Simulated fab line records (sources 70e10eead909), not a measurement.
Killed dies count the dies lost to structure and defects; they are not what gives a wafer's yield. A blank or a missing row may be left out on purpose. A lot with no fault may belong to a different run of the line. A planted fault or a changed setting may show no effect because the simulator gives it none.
Chamber matching | flow nand harc | NHARC_A_CHANNEL_FILL_D1_ALD_25 on ald hk-03: 4 sister chambers
The step deposits SiOx, target thk 60 nm, pulse time 10 s, ald cycles 600. 4 wafers are shown with their chamber, then 7 later ones without.

## WAFERS WITH THEIR CHAMBER
wafer  | chamber | heater power w (W)
L886.1 | 1       | 556
L886.3 | 2       | 490
L892.1 | 3       | 554
L892.2 | 0       | 533

## WAFERS MISSING THEIR CHAMBER
wafer  | heater power w (W)
L892.5 | 570
L894.1 | 536
L894.2 | 568
L894.6 | 558
L896.1 | 506
L896.3 | 561
L896.5 | 492

## CHAMBER TAKEN BY EACH
wafer  | from the rows above          | in truth
L892.5 | can't be placed: 1 or 3      | 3
L894.1 | can't be placed: 0 or 3 or 1 | 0
L894.2 | can't be placed: 1 or 3      | 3
L894.6 | can't be placed: 1 or 3      | 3
L896.1 | can't be placed: 2 or 0      | 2
L896.3 | can't be placed: 1 or 3      | 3
L896.5 | 2                            | 2
1 of 7 placed correctly. From these rows, 6 cannot be placed; in 6 the true chamber is one of the candidates. Number placed wrongly: 0.
How it was worked out, from the rows above alone: a wafer's distance from a chamber is the root of the sum, over the readings, of the square of ((its reading less the chamber's mean) divided by the reading's scatter). If the next closest chamber is less than 2 further off than the closest, the wafer can't be placed; otherwise it belongs to the closest. Each chamber's mean is taken over the wafers shown for it. The scatter: with one shown wafer a chamber, the root of the mean of the squares of how far each hidden wafer lies from its nearest shown one.
